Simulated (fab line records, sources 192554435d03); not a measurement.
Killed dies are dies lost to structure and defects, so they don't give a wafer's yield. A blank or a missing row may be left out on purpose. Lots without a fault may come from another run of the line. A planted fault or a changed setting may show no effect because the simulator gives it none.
A struck lot beside a sound one | flow n5_finfet | 32 steps out of a route of 1938
Sound: wafers L278.1, L278.4, L278.6. Struck: wafers L270.1, L270.3, L270.5. The cause comes at the end.
At each step with rows: each side's tool, then ch and its chambers, then its first start. Under that, the readings that differ: sound wafers | struck wafers | difference of the means | sigmas: that difference in standard deviations of wafers without a fault.
alike: readings whose means differ by less than 2 such deviations, and words and numbers that are the same on both sides. not compared: withheld readings, readings that some wafer has no value for, bounds like >300 that may hide the same value, and numbers for which the record gives no deviation and whose values overlap.
The two part at a step that has a row with sigmas, a row that says differs or no value, or rows on one side only. Numbers that don't overlap but have no deviation are shown without sigmas and don't part them. A reading that every wafer of one side lacks parts them only if that side has two wafers or more.

first, 10 steps without rows for these wafers: N5_SD_EPI_P_PRECLEAN_51 (cleans in NF3:NH3, afs cycles 1, time 20 s, sublimation time 60 s); N5_SD_EPI_P_VAPOR_ETCH_44 (etches SiGe30 in NF3/Ar, time 3.3 s); N5_SD_EPI_P_EPI_21 (deposits SiGe:B, time 355 s); N5_SD_EPI_P_HM_STRIP_48 (strips SiNx in H3PO4, material SiNx, target depth 3 nm); N5_SD_EPI_P_SRD_49 (time 30 s); N5_SD_EPI_P_PRECLEAN_24 (cleans in O3/DIW, time 45 s); N5_SD_EPI_P_PRECLEAN_32 (cleans in dHF, time 10 s); N5_SD_EPI_P_PRECLEAN_33 (cleans in SC2, time 45 s); N5_SD_EPI_P_SRD_25 (time 30 s); N5_SD_ACTIVATION_RTA_00 (time 0 s).
N5_SD_ACTIVATION_LSA_01: time 0.0008 s.
  sound on laser_anneal-02 ch 0, day 8 15:46; struck on laser_anneal-01, day 6 17:49
  no value came back on the struck wafers for time_s (s), wafer_temp_C_max; on the sound wafers time_s (s) reads 0.0008 0.0008 0.0008
N5_SD_ACTIVATION_RS_MEAS_03: measures by four-point-probe.
  sound on film_metro-01, day 8 15:58; struck on film_metro-02, day 6 18:01
  reading          | sound          | struck         | difference | sigmas
  RS_SD_N (ohm/sq) | 22.0 22.0 21.9 | 29.7 30.0 29.3 | +7.7       | +25
  alike: RS_SD_P
then, 19 steps without rows for these wafers: N5_ILD0_LINER_00 (material SiNx, target thk 4 nm, pulse time 1 s, purge time 2 s); N5_ILD0_FCVD_FILL_01 (material SiO2 flowable, target thk 200 nm, time 328.3 s); N5_ILD0_CURE_02 (time 1800 s); N5_ILD0_CMP_03 (polishes, stops on SiNx, t overpolish 1.9 s, target thk 197.38 nm); N5_ILD0_CMP_07 (polishes SiO2 flowable, stops on poly-Si, t overpolish 1.18 s, target thk 138.88 nm); N5_ILD0_PRECLEAN_10 (cleans in NF3:NH3, afs cycles 5, time 20 s, sublimation time 60 s); N5_ILD0_ALD_15 (deposits SiNx, target thk 24 nm, pulse time 1 s, ald cycles 480); N5_ILD0_CMP_12 (polishes SiNx, stops on poly-Si, t overpolish 6 s, target thk 17.67 nm); N5_SDB_HM_DEP_00 (deposits SiNx from SiH4/NH3/N2, target thk 40 nm, time 35.3 s); N5_SDB_COAT_03 (time 60 s, resist thk 100 nm); N5_SDB_COAT_04 (time 60 s, resist thk 18 nm); N5_SDB_COAT_05 (resist thk 90 nm); N5_SDB_EBR_07; N5_SDB_SOFTBAKE_06 (time 60 s); N5_SDB_EXPOSE_08 (exposes mask SDB); N5_SDB_PEB_09 (peb time 60 s); N5_SDB_DEVELOP_10 (develop time 30 s); N5_SDB_DESCUM_16 (chemistry O2, time 7.9 s); N5_SDB_ETCH_17 (etches SiARC in CF4, target depth 23.4 nm, time 39 s).
-- the record jumps here: 5 days lie between the struck wafers' starts before and after (it left off in module SDB and takes up again in module BEOL_M4, whose first step shown is number 1111 of the route) --
N5_BEOL_M4_RC_MEAS_101:
  sound on prober-02 ch 0, day 12 22:10; struck on prober-02 ch 0, day 11 07:45
  reading             | sound             | struck            | difference | sigmas
  RC_DENSE_N (ohm.um) | 19.2 18.7 19.2    | 25.9 26.0 25.1    | +6.6       | +19
  RC_N (ohm.um)       | 15.70 15.33 15.80 | 21.22 21.07 20.51 | +5.32      | +20
  REXT_N (ohm.um)     | 75.2 75.1 75.2    | 92.0 92.3 90.9    | +16.6      | +11
  RS_SD_N (ohm/sq)    | 28.4 28.6 28.4    | 36.7 37.0 36.6    | +8.3       | +23
  alike: DIBL_N, DIBL_P, IOFF_N, IOFF_P, ION_N, ION_P, SS_N, SS_P, VT_N, VT_P

WHERE THEY PART
First at N5_SD_ACTIVATION_LSA_01; last, within this record, at N5_BEOL_M4_RC_MEAS_101.

WHY: what the simulator had put in
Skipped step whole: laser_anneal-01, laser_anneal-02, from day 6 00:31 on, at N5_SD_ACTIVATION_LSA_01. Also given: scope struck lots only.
